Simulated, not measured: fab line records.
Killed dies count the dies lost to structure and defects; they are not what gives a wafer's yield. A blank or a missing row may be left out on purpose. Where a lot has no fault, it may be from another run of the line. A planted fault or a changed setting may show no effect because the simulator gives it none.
Matching of chambers	flow n5 finfet	rie si-03 running N5_FIN_SAQP_MANDREL2_REMOVE_60: 4 sister chambers
The step chemistry HBr/Cl2/O2, target a-Si, stops on SiNx, bt time 10 s. 4 wafers are shown with their chamber, then 7 later ones without.

== WAFERS PAIRED WITH THEIR CHAMBERS ==
wafer	chamber	throttle valve pct (%)
L085.4	2	37.1
L087.6	0	37.2
L089.2	1	36.1
L089.4	3	35.9

== WAFERS WITH NO CHAMBER GIVEN ==
wafer	throttle valve pct (%)
L089.6	36.2
L091.3	37.1
L091.4	37.1
L091.5	35.9
L096.1	35.9
L096.4	36.1
L096.6	35.9

== WHICH CHAMBER EACH WENT THROUGH ==
wafer	from the rows above	in truth
L089.6	1	1
L091.3	2	2
L091.4	2	2
L091.5	3	3
L096.1	3	3
L096.4	1	1
L096.6	3	3
Correct placement for 7 of the 7. Not placeable from these rows: 0. Wrongly placed: 0.
How it was worked out, from the rows above alone: a wafer's distance from a chamber is the root of the sum, over the readings, of the square of ((its reading less the chamber's mean) divided by the reading's scatter). If the next closest chamber is less than 2 further off than the closest, the wafer can't be placed; otherwise it belongs to the closest. For every chamber, the mean is computed from those of its wafers that are shown. The scatter: root of mean squared gap, hidden wafer to nearest shown wafer, with one shown wafer a chamber.
